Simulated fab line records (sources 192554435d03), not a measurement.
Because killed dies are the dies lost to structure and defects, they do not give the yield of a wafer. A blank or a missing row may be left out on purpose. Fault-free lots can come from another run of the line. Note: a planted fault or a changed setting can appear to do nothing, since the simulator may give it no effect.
Struck lot and sound lot, side by side	flow n5-finfet	18 steps out of a route of 1938
Sound: the wafers L743.1, L743.2, L743.5. Struck: wafers L744.2, L744.3, L744.5. The cause is named last.
At each step with rows: each side's tool, then ch and its chambers, then its first start. Under that, the readings that differ: sound wafers	struck wafers	difference of the means	sigmas: that difference in standard deviations of wafers without a fault.
alike: words and numbers the same on both sides, and readings whose means are apart by under 2 such deviations; not compared: readings that were withheld, readings missing a value for some wafer, numbers with overlapping values and no deviation given by the record, and bounds like >300 which may hide the same value.
A row with sigmas, a row that says differs or no value, or rows on one side alone: a step with any of these is where the two part. Numbers that don't overlap but have no deviation are shown without sigmas and don't part them. A reading missing from all wafers of one side parts the sides only when that side holds two or more wafers.

N5_BEOL_M0_SAQP_PECVD_03: deposits SiCN from 3MS/NH3, target thk 12 nm, time 21.1 s.
  sound on pecvd-01 ch 0,2, day 6 14:55; struck on pecvd-01 ch 0,1,2, day 6 17:56
  alike: chamber-pressure-Torr, showerhead-plenum-p-Torr, throttle-valve-pct
N5_BEOL_M0_SAQP_PECVD_96: deposits a-Si from SiH4/He, target thk 45 nm, time 45.2 s.
  sound on pecvd-01 ch 0,2, day 6 14:56; struck on pecvd-01 ch 0,1,2, day 6 17:58
  alike: chamber-pressure-Torr, heater-power-w, showerhead-plenum-p-Torr, susceptor-temp-C, throttle-valve-pct
N5_BEOL_M0_SAQP_PECVD_97: deposits SiNx from SiH4/NH3/N2, target thk 23 nm, time 19.9 s.
  sound on pecvd-01 ch 0,2, day 6 14:59; struck on pecvd-01 ch 0,1,2, day 6 18:01
  alike: chamber-pressure-Torr, heater-power-w, showerhead-plenum-p-Torr, susceptor-temp-C, throttle-valve-pct
N5_BEOL_M0_SAQP_PECVD_04: deposits a-Si from SiH4/He, target thk 60 nm, time 60.2 s.
  sound on pecvd-01 ch 0,2, day 6 15:02; struck on pecvd-01 ch 0,1,2, day 6 18:03
  alike: chamber-pressure-Torr, heater-power-w, showerhead-plenum-p-Torr, susceptor-temp-C, throttle-valve-pct
N5_BEOL_M0_SAQP_THK_MEAS_05:
  sound on film-metro-02, day 6 15:07; struck on film-metro-02, day 6 18:08
  alike: thk-nm
N5_BEOL_M0_SAQP_HM_DEP_111: deposits SiO2 from SiH4/N2O, target thk 12 nm, time 7.2 s.
  sound on pecvd-02 ch 0,2, day 6 15:10; struck on pecvd-02 ch 1,2, day 6 18:11
  alike: chamber-pressure-Torr, heater-power-w, showerhead-plenum-p-Torr, susceptor-temp-C
then, 6 steps without rows for these wafers: N5_BEOL_M0_SAQP_COAT_81 (time 60 s, resist thk 100 nm); N5_BEOL_M0_SAQP_COAT_82 (time 60 s, resist thk 30 nm); N5_BEOL_M0_SAQP_COAT_08 (resist thk 90 nm); N5_BEOL_M0_SAQP_EBR_10; N5_BEOL_M0_SAQP_SOFTBAKE_09 (time 60 s); N5_BEOL_M0_SAQP_EXPOSE_11 (exposes mask M0 CORE, target cd 42 nm).
N5_BEOL_M0_SAQP_PEB_12: peb time 60 s.
  sound on litho-track-05 ch 0, day 6 15:32; struck on litho-track-05 ch 0, day 6 18:26
  alike: exhaust-pa
then, 1 step without rows for these wafers: N5_BEOL_M0_SAQP_DEVELOP_13 (develop time 30 s).
N5_BEOL_M0_SAQP_CD_MEAS_14: the cd target is 42.5 nm.
  sound on cd-sem-02 ch 0, day 6 15:37; struck on cd-sem-03 ch 0, day 6 18:30
reading	sound	struck	difference	sigmas
cd-nm (nm)	42.5 42.4 42.9	44.9 44.7 45.1	+2.3	+6
N5_BEOL_M0_SAQP_OVL_MEAS_15:
  sound on overlay-01 ch 0, day 6 15:38; struck on overlay-02 ch 0, day 6 18:32
  alike: M0_CORE_OVL
-- a jump in the record: the struck wafers' starts before and after are 2 days apart (it breaks off in module BEOL_M0_SAQP and resumes in module BEOL_M4, where the first step shown is number 1111 of the route) --
N5_BEOL_M4_RC_MEAS_101:
  sound on prober-01 ch 0, day 8 21:56; struck on prober-01 ch 0, day 9 03:54
reading	sound	struck	difference	sigmas
VT_P (mV)	-247 -248 -246	-255 -253 -255	-7	-2
  alike: DIBL_N, DIBL_P, IOFF_N, IOFF_P, ION_N, ION_P, SS_N, SS_P, VT_N
-- here the record skips 4 days between the struck wafers' starts before and after, leaving off in module BEOL_M4 and picking up in module PASSIVATION (first step shown: number 1936 of the route) --
N5_PASSIVATION_PROBE_49:
  sound on prober-01, day 13 08:55; struck on prober-02, day 13 04:41
  alike: defect-limited-yield, killed_at_M0_to_M3, killed_at_M4_up, killed-at-contacts, killed-at-front-end, killed-at-other, killed-dies, killed-open, killed-short, sort_bin_5_function, sort_bin_6_memory, sort_bin_8_speed, sort-n-pass, sort-yield-pct

## WHERE THEY PART
At N5_BEOL_M0_SAQP_CD_MEAS_14 first; at N5_BEOL_M4_RC_MEAS_101 last (within this record only). Later steps at which nothing parts them and some readings are alike: N5_PASSIVATION_PROBE_49.

WHY: what had been put in by the simulator
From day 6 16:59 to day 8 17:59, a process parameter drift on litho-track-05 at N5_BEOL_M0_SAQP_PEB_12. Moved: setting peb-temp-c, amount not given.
